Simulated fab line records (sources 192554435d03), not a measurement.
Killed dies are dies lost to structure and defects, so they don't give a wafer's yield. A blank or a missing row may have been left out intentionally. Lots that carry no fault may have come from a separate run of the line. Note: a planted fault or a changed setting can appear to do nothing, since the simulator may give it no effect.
Matching of chambers | flow n5 finfet | N5_SDB_CUT_ETCH_26 on rie si-03 has 4 sister chambers
The step etches Si in HBr/Cl2/O2, target depth 129.6 nm, bt time 20 s, time 51.8 s. 24 wafers are shown with their chamber, then 12 later ones without.

WAFERS PAIRED WITH THEIR CHAMBERS
wafer  | chamber | throttle valve pct (%) | oes product au (a.u.)
L074.1 | 2       | 37.31                  | 1.006
L074.2 | 3       | 37.73                  | 0.983
L074.3 | 0       | 37.89                  | 0.974
L074.4 | 1       | 36.86                  | 1.019
L074.5 | 2       | 37.30                  | 1.005
L074.6 | 3       | 37.72                  | 0.989
L075.2 | 3       | 37.74                  | 0.996
L075.4 | 0       | 37.88                  | 0.973
L075.5 | 2       | 37.32                  | 1.002
L079.1 | 3       | 37.74                  | 0.988
L079.4 | 1       | 36.84                  | 1.027
L079.6 | 2       | 37.30                  | 1.008
L080.2 | 2       | 37.33                  | 1.012
L080.3 | 0       | 37.88                  | 0.994
L080.4 | 1       | 36.84                  | 1.025
L081.3 | 1       | 36.85                  | 1.020
L081.4 | 2       | 37.31                  | 1.009
L081.6 | 1       | 36.85                  | 1.030
L087.1 | 1       | 36.86                  | 1.026
L087.2 | 2       | 37.32                  | 1.011
L087.5 | 3       | 37.73                  | 0.994
L089.1 | 1       | 36.85                  | 1.018
L089.4 | 3       | 37.73                  | 0.989
L089.6 | 0       | 37.88                  | 0.975

SIGNATURES, as means of the wafers listed above
reading            | chamber 0 | chamber 1 | chamber 2 | chamber 3 | scatter within a chamber
throttle valve pct | 37.8825   | 36.8500   | 37.3129   | 37.7317   | 0.00866
oes product au     | 0.97900   | 1.02357   | 1.00757   | 0.98983   | 0.00551
Rule: for each reading, subtract the chamber's mean from the wafer's reading, divide by that reading's scatter and square the result; add these up over the readings and take the root, which gives the wafer's distance from the chamber. The wafer belongs to the nearest chamber; if the next one is less than 2 further off, it can't be placed. The scatter: the root of (the sum of the squares of (reading less its chamber's mean) over the shown wafers, divided by (wafers less chambers)).

WAFERS WITH NO CHAMBER GIVEN
wafer  | throttle valve pct (%) | oes product au (a.u.)
L092.1 | 37.32                  | 1.009
L092.2 | 37.89                  | 0.975
L092.3 | 36.86                  | 1.018
L092.4 | 37.72                  | 0.994
L092.5 | 36.85                  | 1.030
L092.6 | 37.89                  | 0.969
L094.4 | 37.74                  | 0.996
L094.5 | 37.32                  | 1.010
L094.6 | 37.72                  | 0.991
L095.1 | 37.74                  | 0.992
L095.3 | 36.82                  | 1.024
L095.6 | 37.90                  | 0.983

WHICH CHAMBER EACH WENT THROUGH
wafer  | from the rows above | in truth
L092.1 | 2                   | 2
L092.2 | 0                   | 0
L092.3 | 1                   | 1
L092.4 | 3                   | 3
L092.5 | 1                   | 1
L092.6 | 0                   | 0
L094.4 | 3                   | 3
L094.5 | 2                   | 2
L094.6 | 3                   | 3
L095.1 | 3                   | 3
L095.3 | 1                   | 1
L095.6 | 0                   | 0
Correctly placed: 12 of 12. From these rows, 0 cannot be placed. 0 placed wrongly.
